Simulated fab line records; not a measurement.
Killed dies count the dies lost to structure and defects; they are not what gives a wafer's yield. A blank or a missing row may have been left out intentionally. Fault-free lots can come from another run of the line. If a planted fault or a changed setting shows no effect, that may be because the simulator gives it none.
Problem report in the 8D (eight disciplines) form, filled by code :: flow n5-finfet :: the parts of the form that need people (team, actions taken, sign-off) are left out

## 1. WHAT IS WRONG
run-length-s at N5_MOL_CONTACT_COAG_CVD_140 reads a mean of 439.49 s on 6 wafers of 2 lots; wafers without a fault read 286.03 s with a standard deviation of 0.29. That is +99 or more standard deviations from the usual mean.
The step: deposits W, target thk 66.5 nm, time 215 s.
The first sign was on wafer L553.1 at day 7 05:00, on cvd-w-01. At this step, 24 wafers from 8 lots have a number in the record. Rule for "out", or "out of limits": more than 4 standard deviations from the usual mean. The other wafers with a number count as sound.

## 2. WHAT IT IS, AND WHAT IT ISN'T
question: which readings at this step
is: run-length-s
is not: heater-power-outer-w, heater-power-w

question: which lots
is: L553, L556
is not: L545, L546, L550, L565, L567, L568

question: which wafers of those lots
is: all that have a number
is not: -

question: read on which tools
is: cvd-w-01
is not: cvd-w-02

question: when
is: from day 7 05:00
is not: up to then (9 sound wafers); but 9 sound wafers of L565, L567, L568 came after

## 3. WHAT RULES OUT EACH SUSPECT
Counting: a tool stays on the suspect list if, at a process step up to the reading, it processed all lots that are out and no sound lot following the first of them.
- rie-diel-06 at N5_MOL_CONTACT_COAG_ETCH_65 (etches underlayer in N2/H2, target depth 13 nm, time 10.4 s): ruled out as a lasting fault. After its first lot that is out, L553 (day 7 04:05), sound lots L565 ran on it.
- rie-diel-06 at N5_MOL_CONTACT_COAG_ETCH_66 (etches SiARC in CF4, target depth 13 nm, time 21.7 s): ruled out as a lasting fault. After its first lot that is out, L553 (day 7 04:06), sound lots L565 ran on it.
- cvd-w-01 at N5_MOL_CONTACT_COAG_CVD_140 (deposits W, target thk 66.5 nm, time 215 s): ruled out as a lasting fault. After its first lot that is out, L553 (day 7 05:00), sound lots L565, L567, L568 ran on it.
Left after counting: nothing in the record.

## 4. THE CAUSE (what the simulator had put in)
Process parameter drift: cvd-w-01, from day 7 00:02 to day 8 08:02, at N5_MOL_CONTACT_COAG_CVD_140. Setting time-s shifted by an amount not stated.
Counting ruled it out, wrongly.

## 5. THE EFFECT CHAIN, in route order
Each row: a reading whose mean over the struck wafers that have a number lies more than 3 standard deviations from the usual. Scope: only readings with a usual standard deviation given in the record; hours: median across lots of the time from each lot's start at the first step in this table that gives one to its start at this step; sigmas: change in usual standard deviations.
hours: 0
step: N5_MOL_CONTACT_COAG_CVD_140
reading: run-length-s
usual: 286.03 s
on struck wafers: 439.49
change: +153.46
sigmas: +99 or more
Process steps it contains:
- N5_MOL_CONTACT_COAG_CVD_140: deposits W, target thk 66.5 nm, time 215 s.
Later steps that measure or inspect, where all struck wafers having a row at the step show a number for every such reading and not one has moved that far: N5_BEOL_M4_RC_MEAS_101.

## 6. HOW IT WOULD HAVE BEEN CAUGHT EARLIER
5 hours passed between the start of the fault at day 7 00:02 and the first reading out of limits in this record, taken at day 7 05:00.
